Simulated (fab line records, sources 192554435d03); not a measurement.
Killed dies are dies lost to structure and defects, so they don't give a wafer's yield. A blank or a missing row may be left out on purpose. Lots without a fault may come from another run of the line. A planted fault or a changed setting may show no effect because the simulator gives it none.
fab line records | flow n5_finfet
record lots=9 wafers=27 last_day=21
route steps=1938 shown BEOL_M4@1035
lots that met no fault: from a run of the same line without faults
start_h: hours from the record's first day to the start of the lot's first wafer shown | wait_h: hours since the lot's step before | " the same as in the row above | L1.1+2: a row that stands for several wafers | - no value, or no start given | * or withheld: withheld | < > ~ a bound
route shown NAME@n: a module of which the file shows steps, and the number in the route of the first | usual: mean/standard deviation of fault-free wafers | same: alike in all rows | chamber/n: place in a boat | sites: the reading at each site | _std_site: their standard deviation | _edge_site: outer sites' mean less inner sites' | radius_mm: how far each site lies from the wafer's centre | mask NAME#n: copy n | behind: the tool/chamber that last shaped the wafer | hold: why the lot was held/for how many hours/how that ended | device: the transistor (n, p or np) that didn't switch | end of line: the same wafers' tests at the end of the route | a step without rows: its recipe alone | killed: dies lost to structure and defects at the first sort, not the wafer's yield | map: a wafer's dies, x killed, . not, _ none there
set.NAME: the setting as run; set.NAME@STEP: as run at that earlier step | model.NAME: the simulator's own value behind a step, which no gauge read
steps of the route over a sample of lots; a table a step, a row a wafer
services: from which hour (start_h, from the record's first day; less than 0 if before it) a tool's chamber was out of use, for how many hours, and why
## steps
# step N5_BEOL_M4_OVL_MEAS_12
# recipe points_per_wafer=522
# usual M4_OVL=-0.7/0.58
# columns lot.wafer tool chamber start_h wait_h M4_OVL[nm]
L947.2 overlay-01 0 191.21 0.0 -1.3
L947.4 " 0 " " -1.1
L947.5 " 0 " " -0.8
L949.1 overlay-01 0 192.89 0.0 -1.0
L949.4 " 0 " " -0.8
L949.6 " 0 " " -0.2
L951.1 overlay-02 0 200.90 0.0 -0.9
L951.3 " 0 " " -1.6
L951.4 " 0 " " -0.6
L955.2 overlay-01 0 267.18 0.0 -0.3
L955.3 " 0 " " -1.8
L955.4 " 0 " " -0.8
L956.4 overlay-01 0 292.71 0.0 0.0
L956.5 " 0 " " 0.3
L956.6 " 0 " " -0.1
L960.2 overlay-01 0 324.63 0.0 0.1
L960.5 " 0 " " 0.0
L960.6 " 0 " " 0.2
L963.1 overlay-01 0 331.75 0.0 0.0
L963.2 " 0 " " -1.0
L963.3 " 0 " " -0.2
L964.1 overlay-01 0 334.96 0.0 -1.1
L964.2 " 0 " " -0.6
L964.5 " 0 " " -0.7
L961.1 overlay-01 0 335.90 0.0 -1.0
L961.2 " 0 " " -0.9
L961.3 " 0 " " -1.5
# step N5_BEOL_M4_ETCH_74
# recipe chemistry=N2/H2 target=underlayer target_depth_a=65 mask_material=CAR-EUV time_s=5.2 ion_energy_ev=200 pressure_mtorr=30 source_w=840 bias_w=150 n2_flow_sccm=200 h2_flow_sccm=200 ends=cleared
# usual bias_w=150.1/0.49 drypump_motor_current_A=5.7/0.38 etch_rf_on_time_s=5.22/0.092 oes_product_au=0.67/0.08 rf_vpp_V=524/3.1 showerhead_plenum_p_Torr=2.56/0.1 throttle_valve_pct=17.92/0.16
# columns lot.wafer tool chamber start_h wait_h bias_w drypump_motor_current_A etch_rf_on_time_s oes_product_au rf_hours_counter_h rf_vpp_V showerhead_plenum_p_Torr throttle_valve_pct
L947.2 rie_diel-02 1 191.39 0.0 149.5 5.8 5.25 0.64 172 527 2.64 17.86
L947.4 " 0 " " 149.4 5.6 5.24 0.61 198 521 2.42 17.79
L947.5 " 2 " " 150.3 5.7 5.22 0.68 - 525 2.68 18.04
L949.1 rie_diel-05 2 193.30 0.0 149.8 5.7 5.18 0.60 228 526 2.61 18.17
L949.4 " 0 " " 149.2 6.3 5.24 0.78 21 523 2.61 17.92
L949.6 " 3 " " 150.1 6.6 5.30 0.60 - 526 2.62 17.94
L951.1 rie_diel-02 3 201.04 0.0 149.9 5.6 5.36 0.64 153 522 2.44 18.04
L951.3 " 0 " " 149.7 5.6 5.23 0.61 200 519 2.42 17.81
L951.4 " 1 " " 149.6 5.7 5.15 0.64 175 528 2.64 17.83
L955.2 rie_diel-02 3 267.30 0.0 150.0 5.6 5.36 0.62 175 518 2.43 18.08
L955.3 " 1 " " 149.3 5.8 5.19 0.61 195 525 2.63 17.90
L955.4 " 0 " " 149.0 5.6 5.24 0.59 220 520 2.41 17.83
L956.4 rie_diel-02 3 292.83 0.0 149.6 5.7 5.42 0.62 184 519 2.42 18.09
L956.5 " 0 " " 150.3 5.6 5.25 0.58 - 520 2.41 17.85
L956.6 " 3 " " 148.9 5.6 5.47 0.62 - 522 2.42 18.10
L960.2 rie_diel-04 0 324.75 0.0 149.9 6.1 5.12 0.74 50 528 2.70 17.80
L960.5 " 3 " " 151.0 5.1 5.09 0.79 - 524 2.59 17.80
L960.6 " 0 " " 150.9 6.1 5.09 0.75 - 528 2.70 17.80
L963.1 rie_diel-04 1 331.88 0.0 150.2 5.6 5.26 0.71 92 522 2.46 18.06
L963.2 " 2 " " 150.3 5.2 5.13 0.81 6 526 2.49 17.46
L963.3 " 0 " " 149.7 6.1 5.06 0.75 52 529 2.70 17.80
L964.1 rie_diel-05 2 335.15 0.0 150.3 5.8 5.11 0.79 13 526 2.60 17.76
L964.2 " 3 " " 150.2 6.5 5.24 0.58 237 526 2.61 18.03
L964.5 " 3 " " 150.5 6.6 5.21 0.58 - 524 2.61 18.03
L961.1 rie_diel-05 2 336.02 0.0 149.7 5.8 5.19 0.78 13 527 2.60 17.79
L961.2 " 0 " " 150.1 6.3 5.30 0.71 63 523 2.59 17.99
L961.3 " 3 " " 149.8 6.6 5.25 0.57 237 524 2.61 18.01
# step N5_BEOL_M4_ETCH_64
# recipe chemistry=N2/H2 target=SOC target_depth_a=750 overetch_a=225 mask_material=SiARC temp_c=40 time_s=121.9 ion_energy_ev=200 pressure_mtorr=30 source_w=840 bias_w=150 n2_flow_sccm=200 h2_flow_sccm=200
# usual bias_w=150.0/0.43 drypump_motor_current_A=5.7/0.38 oes_product_au=0.60/0.068 rf_vpp_V=524.2/2.9 showerhead_plenum_p_Torr=2.56/0.1 throttle_valve_pct=17.88/0.16
# columns lot.wafer tool chamber start_h wait_h bias_w drypump_motor_current_A oes_product_au rf_hours_counter_h rf_vpp_V showerhead_plenum_p_Torr throttle_valve_pct
L947.2 rie_diel-02 1 191.43 0.0 150.0 5.8 0.56 172 526.8 2.64 17.82
L947.4 " 0 " " 149.7 5.6 0.54 198 520.6 2.42 17.75
L947.5 " 2 " " 150.9 5.7 0.60 - 527.6 2.68 18.00
L949.1 rie_diel-05 2 193.34 0.0 150.2 5.8 0.53 228 525.7 2.61 18.14
L949.4 " 0 " " 150.1 6.3 0.68 21 525.0 2.61 17.88
L949.6 " 3 " " 149.9 6.6 0.54 - 525.8 2.62 17.92
L951.1 rie_diel-02 3 201.08 0.0 150.2 5.6 0.59 153 522.0 2.44 18.00
L951.3 " 0 " " 150.0 5.6 0.54 200 520.2 2.42 17.76
L951.4 " 1 " " 150.2 5.8 0.56 175 526.9 2.64 17.82
L955.2 rie_diel-02 3 267.34 0.0 108.5 5.6 0.58 175 423.9 2.43 18.05
L955.3 " 1 " " 108.3 5.8 0.55 195 430.4 2.63 17.84
L955.4 " 0 " " 108.2 5.6 0.53 220 424.5 2.41 17.81
L956.4 rie_diel-02 3 292.87 0.0 108.5 5.6 0.56 184 423.9 2.42 18.06
L956.5 " 0 " " 109.2 5.6 0.52 - 424.0 2.41 17.80
L956.6 " 3 " " 109.5 5.6 0.56 - 425.0 2.42 18.07
L960.2 rie_diel-04 0 324.79 0.0 150.3 6.1 0.66 50 528.1 2.70 17.74
L960.5 " 3 " " 150.6 5.1 0.69 - 523.7 2.59 17.76
L960.6 " 0 " " 151.1 6.1 0.66 - 528.7 2.70 17.75
L963.1 rie_diel-04 1 331.92 0.0 149.5 5.6 0.63 92 521.9 2.46 18.03
L963.2 " 2 " " 149.4 5.2 0.72 6 523.9 2.49 17.44
L963.3 " 0 " " 149.8 6.1 0.66 52 530.2 2.70 17.76
L964.1 rie_diel-05 2 335.19 0.0 150.0 5.8 0.70 13 524.4 2.60 17.73
L964.2 " 3 " " 150.7 6.6 0.52 237 525.1 2.61 18.00
L964.5 " 3 " " 150.3 6.7 0.52 - 524.6 2.61 17.97
L961.1 rie_diel-05 2 336.07 0.0 150.1 5.8 0.70 13 525.8 2.60 17.74
L961.2 " 0 " " 150.4 6.3 0.64 63 526.3 2.59 17.93
L961.3 " 3 " " 150.6 6.5 0.52 237 527.1 2.61 17.98
# step N5_BEOL_M4_HM_OPEN_17
# recipe chemistry=Cl2/BCl3 target_depth_a=200 overetch_a=60 target=TiN mask_material=SOC ion_energy_ev=150 pressure_mtorr=10 icp_w=1000 bias_w=126 Cl2_flow_sccm=53.25 bcl3_flow_sccm=21.75 Ar_flow_sccm=25
# usual drypump_motor_current_A=5.67/0.3 oes_product_au=0.63/0.09 throttle_valve_pct=22.16/0.14
# columns lot.wafer tool chamber start_h wait_h drypump_motor_current_A oes_product_au rf_hours_counter_h throttle_valve_pct
L947.2 rie_metal-02 0 191.60 0.0 6.22 0.67 40 22.15
L947.4 " 0 " " 6.23 0.66 - 22.17
L947.5 " 0 " " 6.21 0.67 - 22.15
L949.1 rie_metal-01 1 193.52 0.0 5.86 0.56 91 22.31
L949.4 " 1 " " 5.88 0.56 - 22.33
L949.6 " 1 " " 5.85 0.56 - 22.33
L951.1 rie_metal-03 0 201.25 0.0 5.34 0.57 85 22.11
L951.3 " 0 " " 5.37 0.56 - 22.11
L951.4 " 1 " " 5.45 0.68 - 22.22
L955.2 rie_metal-02 1 267.52 0.0 5.67 0.81 3 22.04
L955.3 " 0 " " 6.24 0.65 - 22.18
L955.4 " 1 " " 5.67 0.80 - 22.05
L956.4 rie_metal-01 1 293.07 0.1 5.88 0.55 - 22.36
L956.5 " 1 " " 5.88 0.54 - 22.34
L956.6 " 0 " " 5.55 0.55 - 22.07
L960.2 rie_metal-02 1 324.97 0.0 5.66 0.79 6 22.04
L960.5 " 0 " " 6.26 0.64 - 22.19
L960.6 " 1 " " 5.66 0.78 - 22.04
L963.1 rie_metal-03 0 332.10 0.0 5.31 0.56 94 22.11
L963.2 " 1 " " 5.46 0.67 49 22.18
L963.3 " 0 " " 5.31 0.56 - 22.11
L964.1 rie_metal-01 0 335.37 0.0 5.53 0.83 1 21.80
L964.2 " 1 " " 5.87 0.54 103 22.39
L964.5 " 1 " " 5.86 0.54 - 22.37
L961.1 rie_metal-03 0 336.24 0.0 5.32 0.55 95 22.12
L961.2 " 1 " " 5.46 0.65 49 22.22
L961.3 " 0 " " 5.35 0.55 - 22.14
# step N5_BEOL_M4_RC_MEAS_101
# usual DIBL_N=36.3/1.1 DIBL_P=36.3/1.4 IOFF_N=0.155/0.019 IOFF_P=0.211/0.027 ION_N=672/8.5 ION_P=462/5.8 SS_N=71.5/0.56 SS_P=73.3/0.52 VT_N=249.9/2.5 VT_P=-249.8/2.8
# columns lot.wafer tool chamber start_h wait_h DIBL_N[mV/V] DIBL_P[mV/V] IOFF_N[nA/um] IOFF_P[nA/um] ION_N[uA/um] ION_P[uA/um] SS_N[mV/dec] SS_P[mV/dec] VT_N[mV] VT_P[mV]
L947.2 prober-01 0 210.19 0.2 37.5 38.2 0.185 0.238 676 460 71.3 74.3 247.9 -248.6
L947.4 " 0 " " 37.8 39.5 0.200 0.248 675 459 73.1 74.2 245.3 -248.1
L947.5 " 0 " " 35.0 35.7 0.143 0.190 670 463 71.3 73.0 250.0 -251.1
L949.1 prober-01 0 219.84 0.0 35.0 36.1 0.126 0.198 669 459 70.9 72.1 255.9 -249.1
L949.4 " 0 " " 35.6 37.4 0.148 0.235 679 473 71.3 73.1 248.9 -247.1
L949.6 " 0 " " 36.1 37.8 0.149 0.227 668 458 71.5 72.3 251.6 -248.8
L951.1 prober-01 0 250.22 0.0 36.3 36.4 0.166 0.199 684 462 71.2 73.6 248.7 -252.6
L951.3 " 0 " " 34.8 33.7 0.135 0.167 677 463 71.3 72.6 252.9 -251.8
L951.4 " 0 " " 36.3 35.6 0.171 0.199 691 465 71.8 73.6 248.2 -250.2
L955.2 prober-02 0 311.20 0.2 35.9 36.0 0.138 0.162 662 451 71.5 73.4 250.9 -255.3
L955.3 " 0 " " 35.7 35.8 0.138 0.165 671 455 71.1 72.9 253.8 -253.9
L955.4 " 0 " " 35.2 35.6 0.128 0.158 668 456 70.8 72.3 255.3 -256.4
L956.4 prober-02 0 322.57 0.5 36.8 35.7 0.137 0.201 677 467 70.4 72.5 250.5 -250.7
L956.5 " 0 " " 37.9 37.1 0.163 0.222 675 468 71.6 73.2 249.0 -246.1
L956.6 " 0 " " 37.7 37.4 0.156 0.216 672 461 71.7 74.0 248.3 -251.8
L960.2 prober-02 0 355.04 0.2 36.0 35.6 0.151 0.238 667 468 71.7 73.2 248.3 -246.1
L960.5 " 0 " " 34.5 33.9 0.128 0.210 662 464 70.8 72.8 253.7 -245.9
L960.6 " 0 " " 36.7 36.1 0.169 0.253 682 467 71.6 72.9 245.5 -243.8
L963.1 prober-01 0 376.28 0.0 36.3 36.6 0.168 0.226 687 470 71.9 73.7 247.1 -248.9
L963.2 " 0 " " 36.7 36.6 0.178 0.231 688 471 71.6 74.1 243.7 -246.9
L963.3 " 0 " " 35.7 35.8 0.158 0.221 690 471 71.9 73.8 247.6 -246.9
L964.1 prober-02 0 385.35 0.0 38.3 37.3 0.176 0.236 677 462 71.2 73.9 245.9 -248.3
L964.2 " 0 " " 37.5 35.8 0.154 0.206 680 465 71.6 73.1 252.5 -249.6
L964.5 " 0 " " 36.9 35.6 0.149 0.204 669 457 71.5 73.6 250.5 -249.6
L961.1 prober-01 0 391.32 0.0 35.9 36.9 0.156 0.221 670 460 70.8 73.5 250.6 -248.0
L961.2 " 0 " " 34.9 36.0 0.146 0.203 679 467 71.2 73.0 247.6 -249.4
L961.3 " 0 " " 35.3 36.3 0.161 0.217 665 463 71.5 72.8 248.6 -246.2
## services
# columns tool chamber start_h hours kind
rie_diel-05 - 172.97 2.8 pm
rie_metal-02 - 181.79 0.6 repair
rie_metal-02 1 211.89 - clean
rie_diel-04 3 212.32 - clean
rie_diel-04 3 212.32 - consumable_replace:focus_ring
rie_diel-04 3 212.32 13.7 scheduled_down
rie_diel-04 3 212.32 13.7 vent_cycle
rie_metal-02 0 219.53 1.3 repair
rie_metal-01 - 228.73 0.3 repair
rie_diel-02 - 238.40 0.2 repair
rie_diel-02 0 251.28 2.0 repair
rie_metal-02 - 259.57 1.4 pm
rie_diel-05 2 261.55 - clean
rie_diel-05 2 261.55 - consumable_replace:focus_ring
rie_diel-05 2 261.55 27.8 scheduled_down
rie_diel-05 2 261.55 27.8 vent_cycle
rie_metal-02 1 291.93 7.4 repair
rie_diel-04 2 292.39 - clean
rie_diel-04 2 292.39 - consumable_replace:focus_ring
rie_diel-04 2 292.39 17.3 scheduled_down
rie_diel-04 2 292.39 17.3 vent_cycle
rie_metal-01 - 300.39 1.4 pm
rie_diel-05 1 333.99 5.9 repair
rie_diel-02 3 335.79 4.6 repair
## key
first_sign step=N5_BEOL_M4_ETCH_64 reading=bias_w direction=down sigmas=96 usual=* struck=*
effect step=N5_BEOL_M4_ETCH_64 reading=rf_vpp_V direction=down sigmas=34 usual=524.2 struck=425.3
met_at N5_BEOL_M4_ETCH_64
struck_lots L955,L956
rows_end L956.4,L956.5,L956.6
not_acting_at N5_BEOL_M4_OVL_MEAS_12,N5_BEOL_M4_ETCH_74,N5_BEOL_M4_HM_OPEN_17
onset_between 201.08 267.34
fault kind=process_parameter_drift tool=rie_diel-02 chamber=- onset_h=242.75 steps=N5_BEOL_M4_ETCH_64 channel=bias_w offset=* shape=step acts_in=* stated=*
# rows_end: these wafers met a further fault down the route, and their rows from its step on are left out
